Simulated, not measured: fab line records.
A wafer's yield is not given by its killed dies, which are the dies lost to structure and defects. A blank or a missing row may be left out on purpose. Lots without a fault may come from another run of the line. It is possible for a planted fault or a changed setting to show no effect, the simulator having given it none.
Chamber matching :: flow nand_harc :: 4 sister chambers for NHARC_A_STAIRCASE_DESCUM_11 on rie_diel-13
The step chemistry O2, time 3 s. 8 wafers are shown with their chamber, then 9 later ones without.

## WAFERS, EACH WITH ITS CHAMBER
wafer: L083.6
chamber: 3
drypump_motor_current_A (A): 5.9
showerhead_plenum_p_Torr (Torr): 1.93

wafer: L085.5
chamber: 2
drypump_motor_current_A (A): 5.5
showerhead_plenum_p_Torr (Torr): 1.92

wafer: L087.3
chamber: 1
drypump_motor_current_A (A): 5.9
showerhead_plenum_p_Torr (Torr): 2.03

wafer: L087.5
chamber: 0
drypump_motor_current_A (A): 5.3
showerhead_plenum_p_Torr (Torr): 1.95

wafer: L087.6
chamber: 3
drypump_motor_current_A (A): 5.9
showerhead_plenum_p_Torr (Torr): 1.93

wafer: L088.1
chamber: 1
drypump_motor_current_A (A): 5.9
showerhead_plenum_p_Torr (Torr): 2.02

wafer: L088.3
chamber: 0
drypump_motor_current_A (A): 5.2
showerhead_plenum_p_Torr (Torr): 1.94

wafer: L088.6
chamber: 2
drypump_motor_current_A (A): 5.6
showerhead_plenum_p_Torr (Torr): 1.92

## WAFERS MISSING THEIR CHAMBER
wafer: L093.1
drypump_motor_current_A (A): 5.9
showerhead_plenum_p_Torr (Torr): 1.92

wafer: L093.5
drypump_motor_current_A (A): 5.9
showerhead_plenum_p_Torr (Torr): 2.02

wafer: L093.6
drypump_motor_current_A (A): 5.5
showerhead_plenum_p_Torr (Torr): 1.92

wafer: L091.3
drypump_motor_current_A (A): 5.2
showerhead_plenum_p_Torr (Torr): 1.94

wafer: L091.4
drypump_motor_current_A (A): 5.9
showerhead_plenum_p_Torr (Torr): 2.02

wafer: L091.5
drypump_motor_current_A (A): 5.9
showerhead_plenum_p_Torr (Torr): 1.92

wafer: L096.2
drypump_motor_current_A (A): 5.9
showerhead_plenum_p_Torr (Torr): 2.02

wafer: L096.3
drypump_motor_current_A (A): 6.0
showerhead_plenum_p_Torr (Torr): 1.92

wafer: L096.4
drypump_motor_current_A (A): 5.5
showerhead_plenum_p_Torr (Torr): 1.91

## THE CHAMBER EACH PASSED THROUGH
wafer: L093.1
from the rows above: 3
in truth: 3

wafer: L093.5
from the rows above: 1
in truth: 1

wafer: L093.6
from the rows above: 2
in truth: 2

wafer: L091.3
from the rows above: 0
in truth: 0

wafer: L091.4
from the rows above: 1
in truth: 1

wafer: L091.5
from the rows above: 3
in truth: 3

wafer: L096.2
from the rows above: 1
in truth: 1

wafer: L096.3
from the rows above: 3
in truth: 3

wafer: L096.4
from the rows above: 2
in truth: 2
Correct placement for 9 of the 9. From these rows, 0 cannot be placed. Number placed wrongly: 0.
How it was worked out, from the rows above alone: a wafer's distance from a chamber is the root of the sum, over the readings, of the square of ((its reading less the chamber's mean) divided by the reading's scatter). The wafer belongs to the nearest chamber; if the next one is less than 2 further off, it can't be placed. Each chamber's mean is taken over the wafers shown for it. The scatter: take each reading less its chamber's mean, square it, sum over the shown wafers, divide by the number of wafers less the number of chambers, and take the root.
